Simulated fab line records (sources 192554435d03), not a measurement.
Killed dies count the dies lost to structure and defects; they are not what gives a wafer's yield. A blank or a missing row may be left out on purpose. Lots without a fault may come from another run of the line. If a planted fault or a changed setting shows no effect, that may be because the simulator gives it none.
fab line records	flow n5_finfet
record lots=7	wafers=21
route steps=1938 shown MOL_CONTACT_COAG@605 BEOL_M1@756 BEOL_M2@858
start_h: hours from the record's first day to the start of the lot's first wafer shown	wait_h: time in hours since the lot's previous step	" same as the row above	L1.1+2: a single row standing in for several wafers	- no value, or no start was given	* or withheld: withheld	< > ~ a bound
route shown NAME@n: NAME is a module with steps in the file, n the number in the route of the first one	usual: mean/standard deviation taken from wafers without a fault	same: alike in all rows	chamber/n: place in a boat	sites: each site's reading	_std_site: standard deviation of those values	_edge_site: outer sites' mean less inner sites'	radius_mm: how far each site lies from the wafer's centre	mask NAME#n: copy n	behind: the most recent tool/chamber to have shaped the wafer	hold: reason for holding the lot/hours on hold/outcome of the hold	device: whichever transistor did not switch (one of n, p or np)	end of line: the same wafers' tests at the end of the route	step lacking rows: just its recipe	killed: count of dies lost to structure and defects at first sort (not the wafer's yield)	map: a wafer's dies, marking killed ones x, the rest . and places with no die _
set.NAME: the setting that was run; set.NAME@STEP: the one run at that earlier step	model.NAME: the simulator's own value behind a step, which no gauge read
lots whose settings were changed on purpose; a table a step, a row a wafer
## steps
# step N5_MOL_CONTACT_COAG_DESCUM_45
# recipe chemistry=O2	time_s=7	source_power_w=50	bias_power_w=20	pressure_mtorr=20	rf_frequency_hz=2.712e+07	temp_c=40	resist=CAR-EUV	o2_flow_sccm=225
lot.wafer	tool	chamber	start_h	wait_h	set.time_s	model.CAR-EUV_of_MOL_CONTACT_COAG_COAT_34.thk_nm
L075.1+3	rie_diel-02	2,0	108.76	0.8	7	36
L075.5	"	1	"	"	5.436	36.8
L081.1+2+5	rie_diel-04	1,3,3	140.86	0.0	7	36
L085.1	rie_diel-02	0	165.18	0.2	7	36
L085.2	"	2	"	"	8.068	35.4
L085.5	"	3	"	"	8.068	35.2
L086.2+3+5	rie_diel-02	1,2,1	172.13	0.0	7	36
L090.1	rie_diel-02	2	196.83	0.0	7	35.8
L090.3	"	0	"	"	7	36
L090.5	"	2	"	"	6.075	36.2
L093.2+6	rie_diel-03	2,3	214.23	0.0	5.502	36.8
L093.4	"	3	"	"	7	36.2
L096.1	rie_diel-04	3	233.44	0.3	6.265	36.2
L096.2+3	"	0,1	"	"	7	36
# step N5_MOL_CONTACT_COAG_ETCH_65
# recipe chemistry=N2/H2	target=underlayer	target_depth_a=130	mask_material=CAR-EUV	time_s=10.4	ion_energy_ev=200	pressure_mtorr=30	source_w=840	bias_w=150	n2_flow_sccm=200	h2_flow_sccm=200	ends=cleared
lot.wafer	tool	chamber	start_h	wait_h	set.time_s@MOL_CONTACT_COAG_DESCUM_45	model.CAR-EUV_of_MOL_CONTACT_COAG_COAT_34.thk_nm
L075.1+3	rie_diel-02	2,0	108.80	0.0	7	24.4
L075.5	"	1	"	"	5.436	25.4
L081.1+2+5	rie_diel-04	1,3,3	140.90	0.0	7	24.4
L085.1	rie_diel-02	0	165.22	0.0	7	24.4
L085.2	"	2	"	"	8.068	24
L085.5	"	3	"	"	8.068	23.8
L086.2+5	rie_diel-02	1	172.17	0.0	7	24.8
L086.3	"	2	"	"	7	24.6
L090.1+3	rie_diel-02	2,0	196.87	0.0	7	24.4
L090.5	"	2	"	"	6.075	24.8
L093.2	rie_diel-03	2	214.26	0.0	5.502	25.4
L093.4	"	3	"	"	7	24.8
L093.6	"	3	"	"	5.502	25.6
L096.1	rie_diel-04	3	233.48	0.0	6.265	24.8
L096.2	"	0	"	"	7	24.4
L096.3	"	1	"	"	7	24.6
# step N5_MOL_CONTACT_COAG_ETCH_66
# recipe chemistry=CF4	target=SiARC	target_depth_a=130	mask_material=CAR-EUV	time_s=21.7	ion_energy_ev=80	pressure_mtorr=40	source_w=545	bias_w=36	Ar_flow_sccm=100	cf4_flow_sccm=100	ends=cleared
lot.wafer	tool	chamber	start_h	wait_h	set.time_s@MOL_CONTACT_COAG_DESCUM_45	model.CAR-EUV_of_MOL_CONTACT_COAG_COAT_34.thk_nm
L075.1+3	rie_diel-02	2,0	108.81	0.0	7	16.8
L075.5	"	1	"	"	5.436	17.8
L081.1	rie_diel-04	1	140.92	0.0	7	16.8
L081.2+5	"	3	"	"	7	16.6
L085.1	rie_diel-02	0	165.24	0.0	7	16.8
L085.2	"	2	"	"	8.068	16.4
L085.5	"	3	"	"	8.068	16.2
L086.2+5	rie_diel-02	1	172.19	0.0	7	17
L086.3	"	2	"	"	7	16.8
L090.1+3	rie_diel-02	2,0	196.89	0.0	7	16.6
L090.5	"	2	"	"	6.075	17
L093.2+6	rie_diel-03	2,3	214.28	0.0	5.502	17.8
L093.4	"	3	"	"	7	17.2
L096.1	rie_diel-04	3	233.50	0.0	6.265	17
L096.2	"	0	"	"	7	16.8
L096.3	"	1	"	"	7	17
# step N5_MOL_CONTACT_COAG_ALD_133
# recipe material=SiO2	target_thk_a=50	temp_c=100	ald_precursor_family=BDEAS	ald_co_reactant=O2-plasma	pulse_time_s=1	co_reactant_pulse_time_s=1	purge_time_s=2	co_reactant_purge_time_s=2	ald_cycles=35	pressure_torr=2
# step N5_MOL_CONTACT_COAG_ETCHBACK_134
# recipe chemistry=CHF3	target=SiO2	target_depth_a=100	time_s=6.7	ion_energy_ev=200	pressure_mtorr=30	source_w=610	bias_w=170	Ar_flow_sccm=200	CHF3_flow_sccm=50
lot.wafer	tool	chamber	start_h	wait_h	set.time_s@MOL_CONTACT_COAG_DESCUM_45	model.CAR-EUV_of_MOL_CONTACT_COAG_COAT_34.thk_nm
L075.1	rie_diel-04	0	109.20	0.2	7	15.4
L075.3	"	0	"	"	7	15.2
L075.5	"	1	"	"	5.436	16.4
L081.1	rie_diel-03	1	141.18	0.1	7	15.4
L081.2+5	"	3,2	"	"	7	15.2
L085.1	rie_diel-02	0	165.63	0.1	7	15.4
L085.2	"	3	"	"	8.068	14.8
L085.5	"	3	"	"	8.068	14.6
L086.2+5	rie_diel-03	2,0	172.44	0.1	7	15.6
L086.3	"	1	"	"	7	15.4
L090.1+3	rie_diel-04	1,0	197.15	0.1	7	15.2
L090.5	"	1	"	"	6.075	15.6
L093.2+6	rie_diel-04	0,2	214.54	0.1	5.502	16.4
L093.4	"	2	"	"	7	15.8
L096.1	rie_diel-03	1	233.76	0.1	6.265	15.6
L096.2	"	2	"	"	7	15.4
L096.3	"	0	"	"	7	15.6
# step N5_MOL_CONTACT_COAG_ETCH_67
# recipe chemistry=N2/H2	target=SOC	target_depth_a=600	overetch_a=210	mask_material=SiARC	temp_c=40	time_s=101.2	ion_energy_ev=200	pressure_mtorr=30	source_w=840	bias_w=150	n2_flow_sccm=200	h2_flow_sccm=200
lot.wafer	tool	chamber	start_h	wait_h	set.spin_rpm@MOL_CONTACT_COAG_COAT_62	model.etch.depth_nm
L075.1	rie_diel-04	0	109.25	0.0	1385	62.38
L075.3	"	0	"	"	1500	60.04
L075.5	"	1	"	"	1500	60.01
L081.1	rie_diel-03	1	141.21	0.0	1500	60.12
L081.2	"	3	"	"	1500	60.17
L081.5	"	2	"	"	1640	57.67
L085.1	rie_diel-02	0	165.67	0.0	1434	61.25
L085.2	"	3	"	"	1434	61.26
L085.5	"	3	"	"	1500	59.9
L086.2	rie_diel-03	2	172.48	0.0	1500	60.15
L086.3	"	1	"	"	1500	59.86
L086.5	"	0	"	"	1500	60.02
L090.1	rie_diel-04	1	197.18	0.0	1547	59.02
L090.3	"	0	"	"	1500	59.7
L090.5	"	1	"	"	1547	58.79
L093.2	rie_diel-04	0	214.58	0.0	1500	60.06
L093.4	"	2	"	"	1420	61.6
L093.6	"	2	"	"	1420	61.66
L096.1	rie_diel-03	1	233.79	0.0	1500	59.66
L096.2+3	"	2,0	"	"	1500	59.68
# step N5_MOL_CONTACT_COAG_STRIP_68
# recipe chemistry=N2/H2	temp_c=40	n2_flow_sccm=200	h2_flow_sccm=200	rf_frequency_hz=6e+07
# step N5_MOL_CONTACT_COAG_STRIP_69
# recipe chemistry=N2/H2	temp_c=40	n2_flow_sccm=200	h2_flow_sccm=200	rf_frequency_hz=6e+07
# step N5_MOL_CONTACT_COAG_ETCHBACK_136
# recipe chemistry=CHF3	target=SiO2	target_depth_a=250	time_s=16.7	ion_energy_ev=200	pressure_mtorr=30	source_w=610	bias_w=170	Ar_flow_sccm=200	CHF3_flow_sccm=50
# step N5_MOL_CONTACT_COAG_STRIP_120
# recipe chemistry=CHF3	resist=SiARC	rf_frequency_hz=6e+07
# step N5_MOL_CONTACT_COAG_VIA_ETCH_117
# recipe chemistry=C4F6/O2	target_depth_a=400	overetch_a=80	mask_material=SOC	target=SiO2	bias_w=455	pressure_mtorr=10	time_s=26	source_w=325	Ar_flow_sccm=300	C4F6_flow_sccm=10	O2_flow_sccm=10	ion_energy_ev=575.3	ends=end_point
lot.wafer	tool	chamber	start_h	wait_h	set.spin_rpm@MOL_CONTACT_COAG_COAT_62	model.SOC_of_MOL_CONTACT_COAG_COAT_62.thk_nm
L075.1	rie_diel-04	0	109.43	0.0	1385	53.8
L075.3	"	0	"	"	1500	51.4
L075.5	"	1	"	"	1500	51.2
L081.1	rie_diel-03	1	141.33	0.0	1500	52
L081.2	"	3	"	"	1500	51.4
L081.5	"	2	"	"	1640	49.4
L085.1	rie_diel-02	0	165.79	0.0	1434	53
L085.2	"	3	"	"	1434	52.4
L085.5	"	3	"	"	1500	51
L086.2	rie_diel-03	2	172.60	0.0	1500	52
L086.3	"	1	"	"	1500	51.8
L086.5	"	0	"	"	1500	51.6
L090.1	rie_diel-04	1	197.31	0.0	1547	50.2
L090.3	"	0	"	"	1500	51.2
L090.5	"	1	"	"	1547	50
L093.2	rie_diel-04	0	214.70	0.0	1500	51.6
L093.4+6	"	2	"	"	1420	53.4
L096.1+2	rie_diel-03	1,2	233.91	0.0	1500	51.6
L096.3	"	0	"	"	1500	51.2
# step N5_BEOL_M1_COAT_62
# recipe resist=SiARC	temp_c=220	time_s=60	spin_rpm=1500	resist_thk_nm=12
lot.wafer	tool	chamber	start_h	wait_h	set.spin_rpm	model.SiARC_of_BEOL_M1_COAT_62.thk_nm
L075.1+3	litho_track-01	0	-	-	1500	12
L075.5	"	0	"	"	1452	12.2
L081.1+2+5	litho_track-01	0	-	-	1500	12
L085.1+2+5	litho_track-01	0	-	-	1500	12
L086.2+3+5	litho_track-03	0	-	-	1500	12
L090.1	litho_track-04	0	-	-	1500	12
L090.3	"	0	"	"	1420	12.4
L090.5	"	0	"	"	1420	12.2
L093.2+4+6	litho_track-03	0	-	-	1500	12
L096.1+2	litho_track-04	0	-	-	1500	12
L096.3	"	0	"	"	1584	11.6
# step N5_BEOL_M1_ETCH_74
# recipe chemistry=N2/H2	target=underlayer	target_depth_a=65	mask_material=CAR-EUV	time_s=5.2	ion_energy_ev=200	pressure_mtorr=30	source_w=840	bias_w=150	n2_flow_sccm=200	h2_flow_sccm=200	ends=cleared
# usual rf_vpp_V=523.6/2.8
lot.wafer	tool	chamber	start_h	wait_h	set.bias_w	rf_vpp_V
L075.1	rie_diel-06	0	127.65	0.0	174.6	576.4
L075.3	"	1	"	"	150	522.3
L075.5	"	1	"	"	174.6	573.7
L081.1	rie_diel-05	3	164.95	0.0	150	519.8
L081.2	"	1	"	"	150	524.7
L081.5	"	0	"	"	138.1	502.4
L085.1	rie_diel-05	3	185.59	0.0	150	522.2
L085.2	"	2	"	"	150	522.8
L085.5	"	1	"	"	150	520.1
L086.2	rie_diel-06	2	192.91	0.0	150	522.1
L086.3	"	3	"	"	150	519.2
L086.5	"	0	"	"	150	524.8
L090.1	rie_diel-01	2	218.60	0.0	150	521.9
L090.3	"	1	"	"	150	525.2
L090.5	"	2	"	"	133.1	484.1
L093.2	rie_diel-05	2	234.43	0.0	150	522.7
L093.4	"	0	"	"	129.1	480.6
L093.6	"	1	"	"	129.1	477.8
L096.1	rie_diel-01	2	254.32	0.0	141.5	503.1
L096.2	"	3	"	"	141.5	506.6
L096.3	"	1	"	"	141.5	505.7
# step N5_BEOL_M1_ETCH_63
# recipe chemistry=CF4	target=SiARC	target_depth_a=156	mask_material=CAR-EUV	time_s=26	ion_energy_ev=80	pressure_mtorr=40	source_w=545	bias_w=36	Ar_flow_sccm=100	cf4_flow_sccm=100	ends=cleared
lot.wafer	tool	chamber	start_h	wait_h	set.spin_rpm@BEOL_M1_COAT_62	model.etch.depth_nm
L075.1	rie_diel-06	0	127.66	0.0	1500	11.95
L075.3	"	1	"	"	1500	11.96
L075.5	"	1	"	"	1452	12.15
L081.1	rie_diel-05	3	164.97	0.0	1500	11.95
L081.2	"	1	"	"	1500	11.96
L081.5	"	0	"	"	1500	11.94
L085.1+2	rie_diel-05	3,2	185.60	0.0	1500	11.95
L085.5	"	1	"	"	1500	11.96
L086.2	rie_diel-06	2	192.93	0.0	1500	11.96
L086.3	"	3	"	"	1500	11.98
L086.5	"	0	"	"	1500	11.92
L090.1	rie_diel-01	2	218.62	0.0	1500	11.95
L090.3	"	1	"	"	1420	12.31
L090.5	"	2	"	"	1420	12.29
L093.2	rie_diel-05	2	234.45	0.0	1500	12.02
L093.4	"	0	"	"	1500	12.01
L093.6	"	1	"	"	1500	12.03
L096.1	rie_diel-01	2	254.33	0.0	1500	11.94
L096.2	"	3	"	"	1500	11.93
L096.3	"	1	"	"	1584	11.65
# step N5_BEOL_M2_ETCH_74
# recipe chemistry=N2/H2	target=underlayer	target_depth_a=65	mask_material=CAR-EUV	time_s=5.2	ion_energy_ev=200	pressure_mtorr=30	source_w=840	bias_w=150	n2_flow_sccm=200	h2_flow_sccm=200	ends=cleared
# usual rf_vpp_V=522.2/2.3
lot.wafer	tool	chamber	start_h	wait_h	set.source_w	rf_vpp_V
L075.1	rie_diel-03	3	151.35	0.0	840	523.3
L075.3	"	2	"	"	840	519.6
L075.5	"	3	"	"	722.9	547.3
L081.1	rie_diel-04	2	174.94	0.0	773	537.4
L081.2	"	1	"	"	840	519.9
L081.5	"	1	"	"	773	534.2
L085.1	rie_diel-03	3	195.85	0.0	840	521.0
L085.2	"	1	"	"	766.6	538.0
L085.5	"	2	"	"	766.6	538.5
L086.2	rie_diel-02	2	201.69	0.0	840	521.5
L086.3	"	1	"	"	840	529.3
L086.5	"	1	"	"	840	529.2
L090.1	rie_diel-04	0	231.38	0.0	840	520.3
L090.3	"	1	"	"	840	521.6
L090.5	"	3	"	"	840	520.4
L093.2	rie_diel-04	1	249.81	0.0	840	521.5
L093.4	"	1	"	"	840	520.0
L093.6	"	2	"	"	840	522.2
L096.1	rie_diel-03	1	275.26	0.0	840	519.3
L096.2	"	2	"	"	840	521.8
L096.3	"	0	"	"	971.7	500.1
# step N5_BEOL_M2_ETCH_64
# recipe chemistry=N2/H2	target=SOC	target_depth_a=750	overetch_a=225	mask_material=SiARC	temp_c=40	time_s=121.9	ion_energy_ev=200	pressure_mtorr=30	source_w=840	bias_w=150	n2_flow_sccm=200	h2_flow_sccm=200
lot.wafer	tool	chamber	start_h	wait_h	set.time_s
L075.1+3+5	rie_diel-03	3,2,3	151.40	0.0	121.9
L081.1	rie_diel-04	2	174.99	0.0	147.8
L081.2+5	"	1	"	"	121.9
L085.1+2+5	rie_diel-03	3,1,2	195.90	0.0	121.9
L086.2+3+5	rie_diel-02	2,1,1	201.74	0.0	121.9
L090.1+3+5	rie_diel-04	0,1,3	231.42	0.0	121.9
L093.2+4+6	rie_diel-04	1,1,2	249.86	0.0	103.5
L096.1+3	rie_diel-03	1,0	275.30	0.0	121.9
L096.2	"	2	"	"	132.5
# step N5_BEOL_M2_STRIP_65
# recipe chemistry=N2/H2	temp_c=40	n2_flow_sccm=200	h2_flow_sccm=200	rf_frequency_hz=6e+07
# step N5_BEOL_M2_STRIP_75
# recipe chemistry=N2/H2	temp_c=40	n2_flow_sccm=200	h2_flow_sccm=200	rf_frequency_hz=6e+07
# step N5_BEOL_M2_STRIP_66
# recipe chemistry=CF4	resist=SiARC	power_w=300	bias_power_w=75	pressure_mtorr=50	cf4_flow_sccm=150	rf_frequency_hz=6e+07
# step N5_BEOL_M2_HM_OPEN_17
# recipe chemistry=Cl2/BCl3	target_depth_a=200	overetch_a=60	target=TiN	mask_material=SOC	ion_energy_ev=150	pressure_mtorr=10	icp_w=1000	bias_w=126	Cl2_flow_sccm=53.25	bcl3_flow_sccm=21.75	Ar_flow_sccm=25
lot.wafer	tool	chamber	start_h	wait_h	set.time_s@BEOL_M2_ETCH_64	model.etch.depth_nm
L075.1	rie_metal-02	1	151.57	0.0	121.9	19.52
L075.3	"	1	"	"	121.9	19.39
L075.5	"	1	"	"	121.9	19.46
L081.1	rie_metal-03	0	175.16	0.0	147.8	17.03
L081.2	"	1	"	"	121.9	19.87
L081.5	"	0	"	"	121.9	19.71
L085.1	rie_metal-02	1	196.07	0.0	121.9	20.22
L085.2	"	0	"	"	121.9	20.55
L085.5	"	1	"	"	121.9	20
L086.2	rie_metal-02	0	201.91	0.0	121.9	19.98
L086.3	"	1	"	"	121.9	20.08
L086.5	"	1	"	"	121.9	19.95
L090.1	rie_metal-03	0	231.59	0.0	121.9	20.59
L090.3	"	1	"	"	121.9	20.23
L090.5	"	0	"	"	121.9	20.48
L093.2	rie_metal-03	0	250.03	0.0	103.5	19.9
L093.4	"	0	"	"	103.5	20.23
L093.6	"	0	"	"	103.5	19.79
L096.1	rie_metal-02	1	275.47	0.0	121.9	20.52
L096.2	"	0	"	"	132.5	19.2
L096.3	"	0	"	"	121.9	20.03
# step N5_BEOL_M2_COAT_22
# recipe resist=CAR-EUV	spin_rpm=1500	resist_thk_nm=30
lot.wafer	tool	chamber	start_h	wait_h	set.spin_rpm	model.CAR-EUV_of_BEOL_M2_COAT_22.thk_nm
L075.1	litho_track-05	0	-	-	1659	28.6
L075.3	"	0	"	"	1500	30
L075.5	"	0	"	"	1659	28.4
L081.1	litho_track-05	0	-	-	1628	28.8
L081.2	"	0	"	"	1628	29
L081.5	"	0	"	"	1500	30
L085.1	litho_track-02	0	-	-	1623	29
L085.2	"	0	"	"	1500	30
L085.5	"	0	"	"	1623	28.8
L086.2+3+5	litho_track-02	0	-	-	1500	29.8
L090.1	litho_track-02	0	-	-	1612	29
L090.3	"	0	"	"	1612	29.2
L090.5	"	0	"	"	1500	30.2
L093.2+4+6	litho_track-05	0	-	-	1500	30
L096.1+2+3	litho_track-02	0	-	-	1500	30
## key
split step=N5_MOL_CONTACT_COAG_DESCUM_45	setting=time_s	stated=7	by=wafer
response step=N5_MOL_CONTACT_COAG_DESCUM_45	reading=model.CAR-EUV_of_MOL_CONTACT_COAG_COAT_34.thk_nm	change=-0.0322	per=1%	r=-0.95
response step=N5_MOL_CONTACT_COAG_ETCH_65	reading=model.CAR-EUV_of_MOL_CONTACT_COAG_COAT_34.thk_nm	change=-0.0362	per=1%	r=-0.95
response step=N5_MOL_CONTACT_COAG_ETCH_66	reading=model.CAR-EUV_of_MOL_CONTACT_COAG_COAT_34.thk_nm	change=-0.0333	per=1%	r=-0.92
response step=N5_MOL_CONTACT_COAG_ETCHBACK_134	reading=model.CAR-EUV_of_MOL_CONTACT_COAG_COAT_34.thk_nm	change=-0.0369	per=1%	r=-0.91
split step=N5_BEOL_M1_COAT_62	setting=spin_rpm	stated=1500	by=wafer
response step=N5_BEOL_M1_COAT_62	reading=model.SiARC_of_BEOL_M1_COAT_62.thk_nm	change=-0.064	per=1%	r=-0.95
response step=N5_BEOL_M1_ETCH_63	reading=model.etch.depth_nm	change=-0.0585	per=1%	r=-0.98
split step=N5_BEOL_M1_ETCH_74	setting=bias_w	stated=150	by=wafer
response step=N5_BEOL_M1_ETCH_74	reading=rf_vpp_V	change=+3.17	per=1%	r=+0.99
split step=N5_BEOL_M2_ETCH_74	setting=source_w	stated=840	by=wafer
response step=N5_BEOL_M2_ETCH_74	reading=rf_vpp_V	change=-1.65	per=1%	r=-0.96
split step=N5_BEOL_M2_ETCH_64	setting=time_s	stated=121.9	by=wafer
response step=N5_BEOL_M2_HM_OPEN_17	reading=model.etch.depth_nm	change=-0.129	per=1%	r=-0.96
split step=N5_BEOL_M2_COAT_22	setting=spin_rpm	stated=1500	by=wafer
response step=N5_BEOL_M2_COAT_22	reading=model.CAR-EUV_of_BEOL_M2_COAT_22.thk_nm	change=-0.138	per=1%	r=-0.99
split outside_this_file step=N5_MOL_CONTACT_COAG_COAT_62 setting=spin_rpm
# split outside_this_file: this setting was split too, and the file shows its column; the key of that split is in another file
